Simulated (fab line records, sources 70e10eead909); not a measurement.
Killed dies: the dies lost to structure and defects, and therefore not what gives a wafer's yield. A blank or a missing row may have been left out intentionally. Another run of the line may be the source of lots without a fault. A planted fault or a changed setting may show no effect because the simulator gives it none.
Which of the tools did it? -- flow nand-harc -- Sampling: 6 lots, 18 wafers, 5 of 1302 route steps

== WHAT THE GAUGES READ, wafer by wafer ==
NHARC_END_SORT_01.
lot,measured,on,killed-at-periphery
L425,day 32 23:23,prober-01,5 2 3
L429,day 33 07:10,prober-01,4 1 2
L430,day 33 22:07,prober-01,1 3 6

== WHICH TOOL RAN EACH LOT (tool, then ch and the chambers of the sampled wafers, then the start) ==
lot,NHARC_A_SLIT_DEP_00,NHARC_A_SLIT_ETCH_26,NHARC_A_WL_FILL_ALD_00,NHARC_A_WL_FILL_ALD_02
L408,"acl-dep-03 ch 0, day 20 07:40","har-etch-02 ch 0,1, day 20 16:08","ald-hk-04 ch 0,1,2, day 21 01:25","ald-metal-02 ch 2,3, day 21 01:50"
L411,"acl-dep-01 ch 0, day 20 16:27","har-etch-01 ch 0,1, day 21 03:49","ald-hk-04 ch 0,3, day 21 12:57","ald-metal-03 ch 1,2, day 21 13:26"
L415,"acl-dep-01 ch 0, day 22 02:37","har-etch-01 ch 0,1, day 22 13:55","ald-hk-01 ch 0,1,2, day 23 01:46","ald-metal-04 ch 1,2,3, day 23 02:13"
L425,"acl-dep-02 ch 0, day 27 03:01","har-etch-02 ch 0,1, day 27 15:14","ald-hk-04 ch 1,2, day 28 01:17","ald-metal-03 ch 1,2, day 28 01:49"
L429,"acl-dep-02 ch 0, day 27 22:59","har-etch-02 ch 0,1, day 28 07:59","ald-hk-02 ch 0,1,2, day 28 16:15","ald-metal-04 ch 0,3, day 28 16:38"
L430,"acl-dep-01 ch 0, day 28 23:58","har-etch-01 ch 0,1, day 29 09:22","ald-hk-02 ch 0,2,3, day 29 17:57","ald-metal-04 ch 0,2,3, day 29 18:26"
- NHARC_A_SLIT_DEP_00: deposits aC, target thk 6200 nm.
- NHARC_A_SLIT_ETCH_26: etches the open film in C4F8/O2/Ar, time 90 s, target depth 400 nm.
- NHARC_A_WL_FILL_ALD_00: deposits Al2O3, target thk 3 nm, pulse time 3 s, ald cycles 30.
- NHARC_A_WL_FILL_ALD_02: deposits TiN, target thk 2 nm, pulse time 3 s, ald cycles 100.

== THE ANSWER, worked out from the rows above alone ==
Rule: the usual values come from the lots themselves. Put in order of their means at a reading, lots are off if they are a third of the lots or fewer, leave a main group of 4 or more, and stand apart from it by a gap of 3 or more times the standard deviation of the main group's means; of several such gaps the widest counts. A main group whose means are all the same, to the digits that the tables above print for the reading, isn't used. A lot without any number at a reading at which 4 lots or more have one is off too. All remaining lots with rows at the step are treated as sound.
Nothing can be told from this: no lot is off at any reading shown.

== WHAT THE SIMULATOR HAD PUT IN ==
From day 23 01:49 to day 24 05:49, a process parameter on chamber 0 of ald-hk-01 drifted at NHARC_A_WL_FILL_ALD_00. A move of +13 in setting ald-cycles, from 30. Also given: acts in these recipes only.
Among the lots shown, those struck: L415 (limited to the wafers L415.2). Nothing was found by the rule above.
